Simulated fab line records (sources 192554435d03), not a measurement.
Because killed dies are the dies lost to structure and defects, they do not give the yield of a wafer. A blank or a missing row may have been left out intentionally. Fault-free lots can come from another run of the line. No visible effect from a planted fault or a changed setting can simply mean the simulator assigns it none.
Which tool did it? + flow n5Finfet + Sampling: 10 lots, 28 wafers, 5 of 1938 route steps

WHAT THE GAUGES SHOWED, per wafer
N5_BEOL_M4_RC_MEAS_101. Usual: DIBL_N 36.3 mV/V, standard deviation 1.4; DIBL_P 36.2 mV/V, standard deviation 1.5; IOFF_N 0.160 nA/um, standard deviation 0.021; IOFF_P 0.211 nA/um, standard deviation 0.027; ION_N 676 uA/um, standard deviation 7.7; ION_P 463 uA/um, standard deviation 5.5; SS_N 71.4 mV/dec, standard deviation 0.57; SS_P 73.3 mV/dec, standard deviation 0.58; VT_N 249.3 mV, standard deviation 2.5; VT_P -250.1 mV, standard deviation 2.6.
| lot  | measured     | on        | DIBL_N (mV/V)  | DIBL_P (mV/V)  | IOFF_N (nA/um)    | IOFF_P (nA/um)    | ION_N (uA/um) | ION_P (uA/um) | SS_N (mV/dec)  | SS_P (mV/dec)  | VT_N (mV)         | VT_P (mV)            | flag |
|------|--------------|-----------|----------------|----------------|-------------------|-------------------|---------------|---------------|----------------|----------------|-------------------|----------------------|------|
| L929 | day 8 15:43  | prober-02 | 37.4 37.2 37.6 | 37.7 36.4 37.6 | 0.176 0.156 0.172 | 0.234 0.216 0.230 | 681 669 673   | 472 460 465   | 71.2 71.7 71.4 | 74.2 74.4 73.6 | 245.6 251.1 246.3 | -246.2 -246.7 -246.6 |      |
| L930 | day 8 21:04  | prober-02 | 37.4 35.2 37.5 | 38.7 35.6 38.4 | 0.190 0.150 0.201 | 0.217 0.176 0.208 | 691 671 688   | 466 457 466   | 71.3 70.5 71.4 | 72.6 72.5 72.7 | 247.0 248.2 245.2 | -251.9 -253.0 -251.5 |      |
| L931 | day 9 00:44  | prober-02 | 34.6 36.3 37.5 | 34.4 36.7 37.7 | 0.129 0.158 0.168 | 0.152 0.173 0.185 | 674 669 671   | 452 454 449   | 71.2 71.3 72.1 | 73.3 74.3 74.0 | 254.6 249.1 251.6 | -257.9 -257.4 -253.5 |      |
| L932 | day 9 13:14  | prober-01 | 38.2 37.8      | 37.4 35.5      | 0.152 0.137       | 0.229 0.201       | 673 674       | 469 461       | 71.0 71.8      | 73.6 73.1      | 249.7 253.1       | -249.4 -250.7        |      |
| L933 | day 9 22:52  | prober-01 | 35.9 36.6      | 34.0 34.4      | 0.139 0.144       | 0.198 0.193       | 677 665       | 469 468       | 70.9 70.8      | 72.5 72.9      | 249.1 248.3       | -248.9 -249.8        |      |
| L944 | day 12 19:37 | prober-02 | 35.0 35.2 38.0 | 34.3 34.6 37.7 | 0.146 0.144 0.191 | 0.194 0.202 0.251 | 679 667 679   | 467 462 467   | 70.6 70.2 70.8 | 72.6 72.6 73.4 | 249.2 249.8 243.9 | -249.9 -249.2 -248.9 |      |
| L945 | day 12 12:07 | prober-02 | 35.1 35.0 34.2 | 33.6 34.5 33.2 | 0.140 0.153 0.135 | 0.178 0.185 0.174 | 667 680 668   | 459 460 455   | 70.2 71.4 70.4 | 72.8 73.0 72.7 | 251.3 246.7 249.4 | -250.3 -255.1 -253.7 |      |
| L946 | day 13 08:55 | prober-02 | 36.2 33.3 35.4 | 37.0 34.4 36.0 | 0.155 0.112 0.134 | 0.210 0.168 0.185 | 681 667 676   | 465 460 465   | 71.0 70.5 71.1 | 72.6 72.3 72.1 | 248.7 252.3 250.8 | -248.2 -251.6 -252.4 |      |
| L947 | day 13 12:47 | prober-01 | 36.7 34.1 34.5 | 38.9 35.2 36.2 | 0.172 0.128 0.141 | 0.245 0.191 0.199 | 678 662 671   | 468 462 461   | 71.2 70.9 70.6 | 73.8 72.5 73.5 | 248.6 250.9 251.8 | -249.6 -248.4 -251.2 |      |
| L949 | day 14 01:29 | prober-01 | 36.2 35.2 37.5 | 36.6 34.4 37.0 | 0.155 0.125 0.157 | 0.221 0.181 0.228 | 673 660 673   | 465 451 460   | 71.6 70.8 71.8 | 74.1 73.0 74.3 | 250.7 253.3 250.6 | -249.9 -250.6 -249.8 |      |

WHAT TOOL EACH LOT RAN ON (gives the tool, then ch and the chambers of the sampled wafers, and finally the start)
| lot  | N5_MOL_CONTACT_COAG_ALD_133      | N5_MOL_CONTACT_COAG_ETCHBACK_134  | N5_MOL_CONTACT_COAG_ETCHBACK_136  | N5_MOL_CONTACT_COAG_CVD_140  |
|------|----------------------------------|-----------------------------------|-----------------------------------|------------------------------|
| L929 | aldSin-04 ch 0,2,3, day 5 22:01  | rieDiel-05 ch 2,3, day 5 22:11    | rieDiel-05 ch 2,3, day 5 22:19    | cvdW-02 ch 0,1, day 5 22:50  |
| L930 | aldSin-04 ch 0,2,3, day 6 02:41  | rieDiel-04 ch 1,3, day 6 02:52    | rieDiel-04 ch 1,3, day 6 02:59    | cvdW-02 ch 0,1, day 6 03:30  |
| L931 | aldSin-03 ch 2,3, day 6 10:24    | rieDiel-05 ch 1,2,3, day 6 10:35  | rieDiel-05 ch 1,2,3, day 6 10:42  | cvdW-02 ch 0,1, day 6 11:13  |
| L932 | aldSin-02 ch 0,1, day 6 13:36    | rieDiel-06 ch 1, day 6 13:53      | rieDiel-06 ch 1, day 6 14:00      | cvdW-02 ch 1, day 6 14:36    |
| L933 | aldSin-03 ch 0,1, day 6 23:24    | rieDiel-04 ch 0,1, day 6 23:32    | rieDiel-04 ch 0,1, day 6 23:39    | cvdW-02 ch 0,1, day 7 00:19  |
| L944 | aldSin-03 ch 0,2,3, day 9 19:39  | rieDiel-04 ch 1,2,3, day 9 19:50  | rieDiel-04 ch 1,2,3, day 9 19:57  | cvdW-01 ch 0,1, day 9 20:28  |
| L945 | aldSin-04 ch 0,1,3, day 10 00:52 | rieDiel-06 ch 0,1,3, day 10 01:02 | rieDiel-06 ch 0,1,3, day 10 01:10 | cvdW-02 ch 0,1, day 10 01:41 |
| L946 | aldSin-03 ch 0,1,2, day 10 07:10 | rieDiel-04 ch 0,1,3, day 10 07:20 | rieDiel-04 ch 0,1,3, day 10 07:28 | cvdW-02 ch 0,1, day 10 07:59 |
| L947 | aldSin-02 ch 1,2,3, day 10 08:43 | rieDiel-04 ch 0,1, day 10 09:01   | rieDiel-04 ch 0,1, day 10 09:08   | cvdW-01 ch 0,1, day 10 09:39 |
| L949 | aldSin-04 ch 1,2,3, day 10 22:19 | rieDiel-06 ch 1,2, day 10 22:42   | rieDiel-06 ch 1,2, day 10 22:49   | cvdW-01 ch 0,1, day 10 23:25 |
- N5_MOL_CONTACT_COAG_ALD_133: deposits SiO2, target thk 5 nm, pulse time 1 s, co reactant pulse time 1 s.
- N5_MOL_CONTACT_COAG_ETCHBACK_134: etches SiO2 in CHF3, target depth 10 nm, time 6.7 s.
- N5_MOL_CONTACT_COAG_ETCHBACK_136: etches SiO2 in CHF3, target depth 25 nm, time 16.7 s.
- N5_MOL_CONTACT_COAG_CVD_140: deposits W, target thk 66.5 nm, time 215 s.

WHAT THE TOOLS THEMSELVES READ (means of the sampled wafers that have a number; where no wafer has one, the mark that the record gives instead)
N5_MOL_CONTACT_COAG_ALD_133. Usual: chamberPressureTorr 2.000 Torr, standard deviation 0.0045; heaterPowerW 76 W, standard deviation 7.7; precursorPulseHeightRel 0.998, standard deviation 0.019.
| lot  | tool      | chamberPressureTorr (Torr) | heaterPowerW (W) | precursorPulseHeightRel | flag |
|------|-----------|----------------------------|------------------|-------------------------|------|
| L929 | aldSin-04 | 2.004                      | 78               | 1.000                   |      |
| L930 | aldSin-04 | 1.999                      | 78               | 0.985                   |      |
| L931 | aldSin-03 | 1.998                      | 66               | 0.995                   |      |
| L932 | aldSin-02 | 1.996                      | 76               | 0.986                   |      |
| L933 | aldSin-03 | 1.998                      | 78               | 1.004                   |      |
| L944 | aldSin-03 | 1.998                      | 71               | 0.998                   |      |
| L945 | aldSin-04 | 1.999                      | 81               | 0.996                   |      |
| L946 | aldSin-03 | 2.002                      | 72               | 1.003                   |      |
| L947 | aldSin-02 | 2.003                      | 81               | 0.991                   |      |
| L949 | aldSin-04 | 2.002                      | 80               | 0.997                   |      |

N5_MOL_CONTACT_COAG_ETCHBACK_134. Usual: drypumpMotorCurrentA 5.8 A, standard deviation 0.34; oesProductAu 0.82 a.u., standard deviation 0.087; rfVppV 527 V, standard deviation 5.1; showerheadPlenumPTorr 2.41 Torr, standard deviation 0.066; throttleValvePct 18.59 %, standard deviation 0.23.
| lot  | tool       | drypumpMotorCurrentA (A) | oesProductAu (a.u.) | rfVppV (V) | showerheadPlenumPTorr (Torr) | throttleValvePct (%) | flag |
|------|------------|--------------------------|---------------------|------------|------------------------------|----------------------|------|
| L929 | rieDiel-05 | 5.9                      | 0.79                | 526        | 2.38                         | 18.60                |      |
| L930 | rieDiel-04 | 5.7                      | 0.76                | 528        | 2.44                         | 18.59                |      |
| L931 | rieDiel-05 | 5.8                      | 0.80                | 527        | 2.42                         | 18.48                |      |
| L932 | rieDiel-06 | 6.5                      | 0.88                | 524        | 2.51                         | 18.58                |      |
| L933 | rieDiel-04 | 5.7                      | 0.88                | 532        | 2.43                         | 18.45                |      |
| L944 | rieDiel-04 | 5.8                      | 0.86                | 527        | 2.42                         | 18.53                |      |
| L945 | rieDiel-06 | 6.3                      | 0.75                | 521        | 2.37                         | 18.56                |      |
| L946 | rieDiel-04 | 5.7                      | 0.86                | 531        | 2.42                         | 18.45                |      |
| L947 | rieDiel-04 | 5.6                      | 0.84                | 533        | 2.42                         | 18.55                |      |
| L949 | rieDiel-06 | 5.9                      | 0.78                | 523        | 2.35                         | 18.73                |      |

N5_MOL_CONTACT_COAG_ETCHBACK_136. Usual: drypumpMotorCurrentA 5.8 A, standard deviation 0.33; oesProductAu 0.82 a.u., standard deviation 0.089; rfVppV 527 V, standard deviation 5.1; showerheadPlenumPTorr 2.41 Torr, standard deviation 0.066; throttleValvePct 18.58 %, standard deviation 0.23.
| lot  | tool       | drypumpMotorCurrentA (A) | oesProductAu (a.u.) | rfVppV (V) | showerheadPlenumPTorr (Torr) | throttleValvePct (%) | flag |
|------|------------|--------------------------|---------------------|------------|------------------------------|----------------------|------|
| L929 | rieDiel-05 | 5.9                      | 0.78                | 527        | 2.38                         | 18.60                |      |
| L930 | rieDiel-04 | 5.7                      | 0.76                | 528        | 2.44                         | 18.58                |      |
| L931 | rieDiel-05 | 5.8                      | 0.79                | 527        | 2.42                         | 18.47                |      |
| L932 | rieDiel-06 | 6.5                      | 0.87                | 526        | 2.51                         | 18.59                |      |
| L933 | rieDiel-04 | 5.7                      | 0.89                | 532        | 2.43                         | 18.46                |      |
| L944 | rieDiel-04 | 5.9                      | 0.85                | 527        | 2.42                         | 18.52                |      |
| L945 | rieDiel-06 | 6.3                      | 0.75                | 521        | 2.37                         | 18.54                |      |
| L946 | rieDiel-04 | 5.7                      | 0.87                | 530        | 2.42                         | 18.44                |      |
| L947 | rieDiel-04 | 5.6                      | 0.84                | 534        | 2.42                         | 18.55                |      |
| L949 | rieDiel-06 | 5.9                      | 0.78                | 523        | 2.35                         | 18.74                |      |

N5_MOL_CONTACT_COAG_CVD_140. Usual: heaterPowerW 506 W, standard deviation 67; runLengthS 285.5 s, standard deviation 0.78.
| lot  | tool    | heaterPowerW (W) | runLengthS (s) | flag |
|------|---------|------------------|----------------|------|
| L929 | cvdW-02 | 515              | 285.2          |      |
| L930 | cvdW-02 | 491              | 284.7          |      |
| L931 | cvdW-02 | 488              | 313.6          | OFF  |
| L932 | cvdW-02 | 468              | 371.1          | OFF  |
| L933 | cvdW-02 | 512              | 328.5          | OFF  |
| L944 | cvdW-01 | 500              | 285.8          |      |
| L945 | cvdW-02 | 521              | 285.4          |      |
| L946 | cvdW-02 | 518              | 285.4          |      |
| L947 | cvdW-01 | 497              | 286.1          |      |
| L949 | cvdW-01 | 499              | 286.2          |      |

THE ANSWER, worked out from the rows above alone
Rule: a lot is off if the mean of its wafers that have a number lies more than 3 standard deviations from the usual mean. A lot without any number at a reading at which 4 lots or more have one is off too. The other lots that the step has rows for count as sound. The gauges are gone through in route order, then the tools' own readings, and for those a lot's mean is taken as printed above. At the first step where some lot is off, the reading lying furthest off is the one used; lots without a number count as furthest.
Off at N5_MOL_CONTACT_COAG_CVD_140 (runLengthS): L931, L932, L933.
A tool fits if, at that step or a process step before it, it ran every lot that is off, and no sound lot after the first of them. Of those tried, none fits.

WHAT HAD BEEN PUT IN BY THE SIMULATOR
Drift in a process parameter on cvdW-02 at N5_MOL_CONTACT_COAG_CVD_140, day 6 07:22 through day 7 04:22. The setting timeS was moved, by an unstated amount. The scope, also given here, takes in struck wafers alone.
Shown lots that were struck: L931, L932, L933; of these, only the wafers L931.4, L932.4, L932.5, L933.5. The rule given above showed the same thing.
